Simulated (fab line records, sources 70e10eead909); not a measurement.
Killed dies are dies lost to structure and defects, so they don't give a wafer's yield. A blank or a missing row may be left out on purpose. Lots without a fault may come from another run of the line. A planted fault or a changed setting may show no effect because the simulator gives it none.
fab line records | flow nand_harc | part 1 of 2: steps 1 to 24 of 35
record lots=5 wafers=15 last_day=33
route steps=1302 shown P_ZERO_WELL@39 P_STI@69
lots that met no fault: from a run of the same line without faults
start_h: hours from the record's first day to the start of the lot's first wafer shown | wait_h: hours since the lot's step before | " the same as in the row above | L1.1+2: a row that stands for several wafers | - no value, or no start given | * or withheld: withheld | < > ~ a bound
route shown NAME@n: a module of which the file shows steps, and the number in the route of the first | usual: mean/standard deviation of fault-free wafers | same: alike in all rows | chamber/n: place in a boat | sites: the reading at each site | _std_site: their standard deviation | _edge_site: outer sites' mean less inner sites' | radius_mm: how far each site lies from the wafer's centre | mask NAME#n: copy n | behind: the tool/chamber that last shaped the wafer | hold: why the lot was held/for how many hours/how that ended | device: the transistor (n, p or np) that didn't switch | end of line: the same wafers' tests at the end of the route | a step without rows: its recipe alone | killed: dies lost to structure and defects at the first sort, not the wafer's yield | map: a wafer's dies, x killed, . not, _ none there
set.NAME: the setting as run; set.NAME@STEP: as run at that earlier step | model.NAME: the simulator's own value behind a step, which no gauge read
lots at some steps of the route; a table a step, a row a wafer
services: from which hour (start_h, from the record's first day; less than 0 if before it) a tool's chamber was out of use, for how many hours, and why
## steps
# step NHARC_P_ZERO_WELL_SOFTBAKE_32
# recipe temp_c=122 time_s=95
# usual chill_plate_temp_C=23.02/0.097 plate_temp_C=122.02/0.14
# columns lot.wafer tool chamber start_h wait_h chill_plate_temp_C plate_temp_C
L077.1 litho_track-05 0 - - 22.84 121.89
L077.5 " 0 " " 22.94 122.09
L077.6 " 0 " " 23.00 122.07
L078.1 litho_track-02 0 - - 23.05 122.03
L078.2 " 0 " " 23.01 122.07
L078.5 " 0 " " 22.97 121.87
L082.1 litho_track-02 0 - - 23.23 122.18
L082.2 " 0 " " 23.09 122.13
L082.5 " 0 " " 23.14 122.35
L091.2 litho_track-05 0 - - 22.96 122.05
L091.4 " 0 " " 23.07 122.35
L091.5 " 0 " " 23.05 122.14
L094.2 litho_track-05 0 - - 23.03 122.14
L094.3 " 0 " " 22.98 122.20
L094.5 " 0 " " 23.13 122.02
# step NHARC_P_ZERO_WELL_EBR_33
# usual chill_plate_temp_C=23.01/0.1
# columns lot.wafer tool chamber start_h wait_h chill_plate_temp_C
L077.1 litho_track-05 0 - - 22.93
L077.5 " 0 " " 22.99
L077.6 " 0 " " 22.91
L078.1 litho_track-02 0 - - 23.04
L078.2 " 0 " " 23.05
L078.5 " 0 " " 23.15
L082.1 litho_track-02 0 - - 23.13
L082.2 " 0 " " 23.07
L082.5 " 0 " " 23.15
L091.2 litho_track-05 0 - - 23.02
L091.4 " 0 " " 23.06
L091.5 " 0 " " 23.16
L094.2 litho_track-05 0 - - 23.11
L094.3 " 0 " " 23.03
L094.5 " 0 " " 23.09
# step NHARC_P_ZERO_WELL_EXPOSE_34
# recipe na=0.6 target_cd_nm=720 dose_mj=22.31 mask_id=P_PWELL
# columns lot.wafer tool chamber start_h wait_h mask
L077.1+5+6 krf_scanner-01 0 53.80 - P_PWELL#0
L078.1+2+5 krf_scanner-01 0 63.97 - P_PWELL#0
L082.1+2+5 krf_scanner-01 0 103.95 - P_PWELL#0
L091.2+4+5 krf_scanner-02 0 193.96 - P_PWELL#0
L094.2+3+5 krf_scanner-02 0 223.97 - P_PWELL#0
# step NHARC_P_ZERO_WELL_PEB_35
# recipe peb_temp_c=118 peb_time_s=85
# usual chill_plate_temp_C=23.00/0.12 plate_temp_C=117.98/0.12
# columns lot.wafer tool chamber start_h wait_h chill_plate_temp_C plate_temp_C
L077.1 litho_track-05 0 53.87 0.1 23.06 118.17
L077.5 " 0 " " 23.09 118.35
L077.6 " 0 " " 23.10 117.97
L078.1 litho_track-07 0 64.04 0.1 23.14 118.09
L078.2 " 0 " " 22.96 117.88
L078.5 " 0 " " 23.02 117.78
L082.1 litho_track-02 0 104.01 0.1 23.06 117.87
L082.2 " 0 " " 23.10 117.90
L082.5 " 0 " " 23.10 118.08
L091.2 litho_track-07 0 194.02 0.1 23.16 118.05
L091.4 " 0 " " 23.07 118.08
L091.5 " 0 " " 23.10 118.21
L094.2 litho_track-05 0 224.03 0.1 23.04 117.86
L094.3 " 0 " " 23.09 117.88
L094.5 " 0 " " 23.23 117.80
# step NHARC_P_ZERO_WELL_DEVELOP_36
# recipe time_s=70
# usual chill_plate_temp_C=22.99/0.098
# columns lot.wafer tool chamber start_h wait_h chill_plate_temp_C
L077.1 litho_track-05 0 - - 23.01
L077.5 " 0 " " 22.91
L077.6 " 0 " " 23.02
L078.1 litho_track-07 0 - - 23.13
L078.2 " 0 " " 22.93
L078.5 " 0 " " 23.07
L082.1 litho_track-02 0 - - 22.79
L082.2 " 0 " " 22.83
L082.5 " 0 " " 22.97
L091.2 litho_track-07 0 - - 22.85
L091.4 " 0 " " 23.04
L091.5 " 0 " " 23.08
L094.2 litho_track-05 0 - - 22.99
L094.3 " 0 " " 22.96
L094.5 " 0 " " 22.96
# step NHARC_P_ZERO_WELL_CD_MEAS_37
# recipe target_cd_nm=720 landing_energy_ev=500
# usual cd_nm=719.6/1.5
# same landing_energy_ev=500
# columns lot.wafer tool chamber start_h wait_h cd_nm
L077.1 cd_sem-02 0 53.96 - 717.4
L077.5 " 0 " " 717.3
L077.6 " 0 " " 716.6
L078.1 cd_sem-02 0 64.13 - 719.7
L078.2 " 0 " " 720.0
L078.5 " 0 " " 715.9
L082.1 cd_sem-03 0 104.11 - 720.7
L082.2 " 0 " " 719.6
L082.5 " 0 " " 721.1
L091.2 cd_sem-01 0 194.11 - 724.2
L091.4 " 0 " " 723.0
L091.5 " 0 " " 721.1
L094.2 cd_sem-03 0 224.12 - 720.6
L094.3 " 0 " " 722.3
L094.5 " 0 " " 719.1
# step NHARC_P_ZERO_WELL_HARDBAKE_38
# recipe temp_c=125 time_s=80
# usual chill_plate_temp_C=23.01/0.11 plate_temp_C=124.97/0.14
# columns lot.wafer tool chamber start_h wait_h chill_plate_temp_C plate_temp_C
L077.1 litho_track-07 0 54.04 - 22.84 125.12
L077.5 " 0 " " 22.92 125.08
L077.6 " 0 " " 23.01 124.88
L078.1 litho_track-05 0 64.21 - 23.05 124.95
L078.2 " 0 " " 23.08 125.05
L078.5 " 0 " " 23.09 125.01
L082.1 litho_track-02 0 104.19 - 23.00 124.93
L082.2 " 0 " " 23.19 124.77
L082.5 " 0 " " 23.17 124.89
L091.2 litho_track-02 0 194.19 - 23.02 124.87
L091.4 " 0 " " 23.17 124.95
L091.5 " 0 " " 23.04 124.80
L094.2 litho_track-05 0 224.20 - 23.14 125.29
L094.3 " 0 " " 23.08 124.86
L094.5 " 0 " " 23.13 125.07
# step NHARC_P_ZERO_WELL_DESCUM_39
# recipe time_s=3 o2_flow_sccm=200 ar_flow_sccm=0 bias_power_w=0 chemistry=O2
# usual drypump_motor_current_A=5.7/0.62 oes_product_au=0.999/0.0078 rf_vpp_V=57.9/0.95 showerhead_plenum_p_Torr=1.91/0.1 throttle_valve_pct=11.312/0.0082
# columns lot.wafer tool chamber start_h wait_h drypump_motor_current_A oes_product_au rf_hours_counter_h rf_vpp_V showerhead_plenum_p_Torr throttle_valve_pct
L077.1 rie_diel-09 1 54.13 - 5.5 1.000 29 57.7 1.96 11.316
L077.5 " 0 " " 6.1 1.001 - 57.7 1.98 11.306
L077.6 " 1 " " 5.5 1.012 - 58.3 1.96 11.307
L078.2 rie_diel-05 1 64.30 - 5.4 1.002 0 57.7 2.02 11.322
L078.1 " 2 " " 4.7 0.993 0 57.9 1.94 11.330
L078.5 " 2 " " 4.7 0.986 - 57.9 1.94 11.311
L082.2 rie_diel-01 3 104.27 - 6.0 0.994 23 58.1 1.81 11.310
L082.1 " 0 " " 4.8 1.000 22 57.0 1.79 11.307
L082.5 " 1 " " 6.3 0.993 - 58.1 2.03 11.314
L091.4 rie_diel-05 2 194.27 - 4.7 1.004 50 57.8 1.93 11.313
L091.2 " 1 " " 5.3 1.005 41 58.8 2.01 11.317
L091.5 " 2 " " 4.7 0.980 - 57.4 1.93 11.312
L094.3 rie_diel-05 3 224.28 - 6.4 1.003 64 58.9 2.04 11.323
L094.2 " 0 " " 5.8 1.006 53 57.5 1.81 11.318
L094.5 " 3 " " 6.3 1.017 - 58.8 2.04 11.310
# step NHARC_P_ZERO_WELL_IMPLANT_40
# recipe energy_kev=300 dose_cm2=1e+13 tilt_deg=7
# usual dose_ions_cm2=1.0001e+13/1.2e+10
# columns lot.wafer tool chamber start_h wait_h dose_ions_cm2
L077.1 implanter-01 0 54.27 0.1 1.0028e+13
L077.5 " 0 " " 1.0012e+13
L077.6 " 0 " " 1.001e+13
L078.1 implanter-02 0 64.45 0.1 1.0012e+13
L078.2 " 0 " " 1.0033e+13
L078.5 " 0 " " 1.0023e+13
L082.1 implanter-02 0 104.44 0.1 9.994e+12
L082.2 " 0 " " 9.98e+12
L082.5 " 0 " " 9.988e+12
L091.2 implanter-01 0 194.45 0.1 9.994e+12
L091.4 " 0 " " 9.982e+12
L091.5 " 0 " " 9.999e+12
L094.2 implanter-01 0 224.46 0.2 1.0003e+13
L094.3 " 0 " " 1.0022e+13
L094.5 " 0 " " 1.0011e+13
# step NHARC_P_ZERO_WELL_IMPLANT_59
# recipe energy_kev=120 dose_cm2=5e+12 tilt_deg=7
# usual dose_ions_cm2=5e+12/5.3e+09
# columns lot.wafer tool chamber start_h wait_h dose_ions_cm2
L077.1 implanter-01 0 54.45 0.1 5.001e+12
L077.5 " 0 " " 5.005e+12
L077.6 " 0 " " 5.001e+12
L078.1 implanter-02 0 64.63 0.1 5.002e+12
L078.2 " 0 " " 5.004e+12
L078.5 " 0 " " 4.994e+12
L082.1 implanter-02 0 104.62 0.1 4.998e+12
L082.2 " 0 " " 4.993e+12
L082.5 " 0 " " 4.995e+12
L091.2 implanter-01 0 194.63 0.2 5.001e+12
L091.4 " 0 " " 4.998e+12
L091.5 " 0 " " 4.991e+12
L094.2 implanter-01 0 224.65 0.2 5.005e+12
L094.3 " 0 " " 5.001e+12
L094.5 " 0 " " 5.001e+12
# step NHARC_P_ZERO_WELL_IMPLANT_60
# recipe energy_kev=30 dose_cm2=2e+12 tilt_deg=7
# usual dose_ions_cm2=1.9999e+12/2.2e+09
# columns lot.wafer tool chamber start_h wait_h dose_ions_cm2
L077.1 implanter-01 0 54.63 0.1 1.9995e+12
L077.5 " 0 " " 1.9975e+12
L077.6 " 0 " " 1.9969e+12
L078.1 implanter-02 0 64.81 0.2 1.9985e+12
L078.2 " 0 " " 2.0039e+12
L078.5 " 0 " " 2.001e+12
L082.1 implanter-02 0 104.81 0.2 1.9986e+12
L082.2 " 0 " " 2.0009e+12
L082.5 " 0 " " 1.9985e+12
L091.2 implanter-01 0 194.81 0.2 1.9981e+12
L091.4 " 0 " " 2.0001e+12
L091.5 " 0 " " 1.9999e+12
L094.2 implanter-01 0 224.82 0.1 2.0022e+12
L094.3 " 0 " " 2.0018e+12
L094.5 " 0 " " 2.0015e+12
# step NHARC_P_ZERO_WELL_STRIP_41
# recipe time_s=840 temp_c=130 chemistry=SPM
# columns lot.wafer tool chamber start_h wait_h
L077.1+6+5 wet_bench-07 7,0,3 54.87 0.2
L078.5+1+2 wet_bench-07 3,4,5 65.04 0.1
L082.2+1+5 wet_bench-04 7,0,3 105.02 0.2
L091.4+2+5 wet_bench-04 6,1,3 195.00 0.1
L094.3+2+5 wet_bench-05 6,7,0 225.01 0.1
# step NHARC_P_ZERO_WELL_DEHYDRATE_44
# recipe temp_c=150 time_s=120
# usual chill_plate_temp_C=22.98/0.11 plate_temp_C=150.01/0.16
# columns lot.wafer tool chamber start_h wait_h chill_plate_temp_C plate_temp_C
L077.1 litho_track-05 0 55.20 - 22.95 150.02
L077.5 " 0 " " 22.90 149.98
L077.6 " 0 " " 23.13 149.98
L078.1 litho_track-05 0 65.36 - 22.95 149.99
L078.2 " 0 " " 22.89 150.16
L078.5 " 0 " " 23.07 149.86
L082.1 litho_track-07 0 105.35 - 22.86 150.08
L082.2 " 0 " " 22.89 150.16
L082.5 " 0 " " 22.94 149.81
L091.2 litho_track-05 0 195.33 - 22.85 150.28
L091.4 " 0 " " 22.81 150.00
L091.5 " 0 " " 22.81 150.18
L094.2 litho_track-05 0 225.34 - 22.97 150.00
L094.3 " 0 " " 23.09 150.33
L094.5 " 0 " " 23.07 150.17
# step NHARC_P_ZERO_WELL_HMDS_45
# recipe time_s=30
# usual chill_plate_temp_C=23.03/0.12
# columns lot.wafer tool chamber start_h wait_h chill_plate_temp_C
L077.1 litho_track-05 0 - - 22.98
L077.5 " 0 " " 23.20
L077.6 " 0 " " 23.23
L078.1 litho_track-05 0 - - 22.96
L078.2 " 0 " " 22.83
L078.5 " 0 " " 23.02
L082.1 litho_track-07 0 - - 22.95
L082.2 " 0 " " 23.02
L082.5 " 0 " " 23.08
L091.2 litho_track-05 0 - - 22.82
L091.4 " 0 " " 22.93
L091.5 " 0 " " 22.99
L094.2 litho_track-05 0 - - 22.91
L094.3 " 0 " " 22.92
L094.5 " 0 " " 22.94
# step NHARC_P_ZERO_WELL_COAT_46
# recipe spin_rpm=withheld
# usual chill_plate_temp_C=22.97/0.094
# columns lot.wafer tool chamber start_h wait_h chill_plate_temp_C
L077.1 litho_track-05 0 - - 23.11
L077.5 " 0 " " 22.96
L077.6 " 0 " " 22.89
L078.1 litho_track-05 0 - - 22.95
L078.2 " 0 " " 23.05
L078.5 " 0 " " 22.99
L082.1 litho_track-07 0 - - 22.97
L082.2 " 0 " " 23.08
L082.5 " 0 " " 22.93
L091.2 litho_track-05 0 - - 23.02
L091.4 " 0 " " 22.99
L091.5 " 0 " " 22.95
L094.2 litho_track-05 0 - - 22.89
L094.3 " 0 " " 22.94
L094.5 " 0 " " 22.88
# step NHARC_P_ZERO_WELL_SOFTBAKE_47
# recipe temp_c=122 time_s=95
# usual chill_plate_temp_C=23.01/0.1 plate_temp_C=121.98/0.13
# columns lot.wafer tool chamber start_h wait_h chill_plate_temp_C plate_temp_C
L077.1 litho_track-05 0 - - 22.89 122.22
L077.5 " 0 " " 22.92 121.92
L077.6 " 0 " " 22.96 122.11
L078.1 litho_track-05 0 - - 23.08 122.23
L078.2 " 0 " " 23.03 122.12
L078.5 " 0 " " 22.96 122.17
L082.1 litho_track-07 0 - - 22.96 122.05
L082.2 " 0 " " 22.98 122.09
L082.5 " 0 " " 23.02 121.90
L091.2 litho_track-05 0 - - 23.17 121.86
L091.4 " 0 " " 23.12 121.83
L091.5 " 0 " " 23.15 121.87
L094.2 litho_track-05 0 - - 23.17 122.10
L094.3 " 0 " " 23.29 122.03
L094.5 " 0 " " 23.29 121.87
# step NHARC_P_ZERO_WELL_EBR_48
# usual chill_plate_temp_C=22.99/0.11
# columns lot.wafer tool chamber start_h wait_h chill_plate_temp_C
L077.1 litho_track-05 0 - - 23.21
L077.5 " 0 " " 23.17
L077.6 " 0 " " 23.23
L078.1 litho_track-05 0 - - 22.99
L078.2 " 0 " " 22.98
L078.5 " 0 " " 22.84
L082.1 litho_track-07 0 - - 23.05
L082.2 " 0 " " 23.01
L082.5 " 0 " " 23.06
L091.2 litho_track-05 0 - - 22.91
L091.4 " 0 " " 22.97
L091.5 " 0 " " 22.94
L094.2 litho_track-05 0 - - 22.87
L094.3 " 0 " " 22.99
L094.5 " 0 " " 22.95
# step NHARC_P_ZERO_WELL_EXPOSE_49
# recipe na=0.6 target_cd_nm=2000 dose_mj=22.64 mask_id=P_HVPW
# columns lot.wafer tool chamber start_h wait_h mask
L077.1+5+6 krf_scanner-04 0 55.47 - P_HVPW#0
L078.1+2+5 krf_scanner-02 0 65.63 - P_HVPW#0
L082.1+2+5 krf_scanner-04 0 105.62 - P_HVPW#0
L091.2+4+5 krf_scanner-01 0 195.48 - P_HVPW#0
L094.2+3+5 krf_scanner-02 0 225.61 - P_HVPW#0
# step NHARC_P_ZERO_WELL_PEB_50
# recipe peb_temp_c=118 peb_time_s=85
# usual chill_plate_temp_C=22.99/0.1 plate_temp_C=117.99/0.13
# columns lot.wafer tool chamber start_h wait_h chill_plate_temp_C plate_temp_C
L077.1 litho_track-05 0 55.53 0.1 23.06 117.73
L077.5 " 0 " " 23.22 117.87
L077.6 " 0 " " 23.04 117.81
L078.1 litho_track-05 0 65.70 0.1 22.85 117.80
L078.2 " 0 " " 22.91 118.12
L078.5 " 0 " " 22.90 118.07
L082.1 litho_track-02 0 105.68 0.1 22.85 117.98
L082.2 " 0 " " 22.88 118.00
L082.5 " 0 " " 22.97 118.09
L091.2 litho_track-02 0 195.54 0.1 22.99 117.78
L091.4 " 0 " " 23.06 117.76
L091.5 " 0 " " 23.00 117.99
L094.2 litho_track-05 0 225.67 0.1 23.04 118.06
L094.3 " 0 " " 23.05 118.06
L094.5 " 0 " " 23.11 117.90
# step NHARC_P_ZERO_WELL_DEVELOP_51
# recipe time_s=70
# usual chill_plate_temp_C=23.01/0.1
# columns lot.wafer tool chamber start_h wait_h chill_plate_temp_C
L077.1 litho_track-05 0 - - 23.04
L077.5 " 0 " " 22.98
L077.6 " 0 " " 23.04
L078.1 litho_track-05 0 - - 22.91
L078.2 " 0 " " 23.00
L078.5 " 0 " " 23.04
L082.1 litho_track-02 0 - - 22.91
L082.2 " 0 " " 22.80
L082.5 " 0 " " 22.86
L091.2 litho_track-02 0 - - 22.99
L091.4 " 0 " " 22.89
L091.5 " 0 " " 23.06
L094.2 litho_track-05 0 - - 22.97
L094.3 " 0 " " 22.96
L094.5 " 0 " " 23.05
# step NHARC_P_ZERO_WELL_CD_MEAS_52
# recipe target_cd_nm=2000 landing_energy_ev=500
# usual cd_nm=2000.3/1.5
# same landing_energy_ev=500
# columns lot.wafer tool chamber start_h wait_h cd_nm
L077.1 cd_sem-03 0 55.62 - 2000.5
L077.5 " 0 " " 2002.5
L077.6 " 0 " " 2002.6
L078.1 cd_sem-01 0 65.79 - 2002.3
L078.2 " 0 " " 2001.2
L078.5 " 0 " " 1999.2
L082.1 cd_sem-01 0 105.77 - 1996.9
L082.2 " 0 " " 1997.2
L082.5 " 0 " " 1998.5
L091.2 cd_sem-03 0 195.63 - 2000.6
L091.4 " 0 " " 1997.3
L091.5 " 0 " " 1999.7
L094.2 cd_sem-03 0 225.77 - 2001.1
L094.3 " 0 " " 2003.8
L094.5 " 0 " " 2000.6
# step NHARC_P_ZERO_WELL_HARDBAKE_53
# recipe temp_c=125 time_s=80
# usual chill_plate_temp_C=22.97/0.096 plate_temp_C=125.00/0.13
# columns lot.wafer tool chamber start_h wait_h chill_plate_temp_C plate_temp_C
L077.1 litho_track-05 0 55.70 - 22.91 124.98
L077.5 " 0 " " 22.90 124.63
L077.6 " 0 " " 22.99 124.76
L078.1 litho_track-05 0 65.87 - 22.89 124.89
L078.2 " 0 " " 22.91 124.77
L078.5 " 0 " " 23.00 125.14
L082.1 litho_track-07 0 105.85 - 22.96 124.93
L082.2 " 0 " " 23.05 124.84
L082.5 " 0 " " 22.85 124.83
L091.2 litho_track-05 0 195.71 - 22.90 125.02
L091.4 " 0 " " 22.99 124.98
L091.5 " 0 " " 22.94 124.91
L094.2 litho_track-02 0 225.85 - 22.90 125.07
L094.3 " 0 " " 22.84 125.04
L094.5 " 0 " " 22.97 124.91
# step NHARC_P_ZERO_WELL_DESCUM_54
# recipe time_s=3 o2_flow_sccm=200 ar_flow_sccm=0 bias_power_w=0 chemistry=O2
# usual drypump_motor_current_A=5.8/0.5 oes_product_au=0.999/0.0081 rf_vpp_V=57.7/0.87 showerhead_plenum_p_Torr=1.91/0.09 throttle_valve_pct=11.311/0.0083
# columns lot.wafer tool chamber start_h wait_h drypump_motor_current_A oes_product_au rf_hours_counter_h rf_vpp_V showerhead_plenum_p_Torr throttle_valve_pct
L077.1 rie_diel-09 0 55.88 - 6.1 0.996 28 57.7 1.97 11.307
L077.6 " 3 " " 5.5 0.995 - 58.3 1.95 11.335
L077.5 " 0 " " 6.1 0.993 - 56.5 1.97 11.317
L078.1 rie_diel-05 0 66.01 - 5.9 1.001 1 57.1 1.83 11.322
L078.2 " 1 " " 5.4 1.013 1 58.3 2.02 11.301
L078.5 " 0 " " 5.9 1.011 - 57.2 1.83 11.313
L082.2 rie_diel-09 3 105.96 - 5.5 0.999 38 57.1 1.94 11.307
L082.1 " 0 " " 6.1 0.985 45 58.1 1.97 11.314
L082.5 " 1 " " 5.5 0.991 - 59.3 1.96 11.312
L091.4 rie_diel-09 3 195.80 - 5.5 1.002 15 57.6 1.93 11.328
L091.2 " 1 " " 5.5 1.000 13 57.0 1.95 11.313
L091.5 " 2 " " 5.8 1.002 - 58.2 1.83 11.302
L094.2 rie_diel-05 3 225.92 - 6.3 0.994 64 59.5 2.04 11.319
L094.3 " 0 " " 5.9 0.998 54 56.9 1.81 11.317
L094.5 " 0 " " 5.9 1.001 - 58.0 1.81 11.321
# step NHARC_P_ZERO_WELL_IMPLANT_55
# recipe energy_kev=180 dose_cm2=8e+11 tilt_deg=7
# usual dose_ions_cm2=8.001e+11/8.4e+08
# columns lot.wafer tool chamber start_h wait_h dose_ions_cm2
L077.1 implanter-02 0 56.01 0.1 8.015e+11
L077.5 " 0 " " 8e+11
L077.6 " 0 " " 8.006e+11
L078.1 implanter-01 0 66.16 0.1 8.008e+11
L078.2 " 0 " " 7.984e+11
L078.5 " 0 " " 8.004e+11
L082.1 implanter-02 0 106.08 0.1 7.999e+11
L082.2 " 0 " " 7.992e+11
L082.5 " 0 " " 7.997e+11
L091.2 implanter-02 0 195.97 0.1 8.009e+11
L091.4 " 0 " " 8.012e+11
L091.5 " 0 " " 8.017e+11
L094.2 implanter-02 0 226.11 0.2 8.004e+11
L094.3 " 0 " " 8.003e+11
L094.5 " 0 " " 8.011e+11
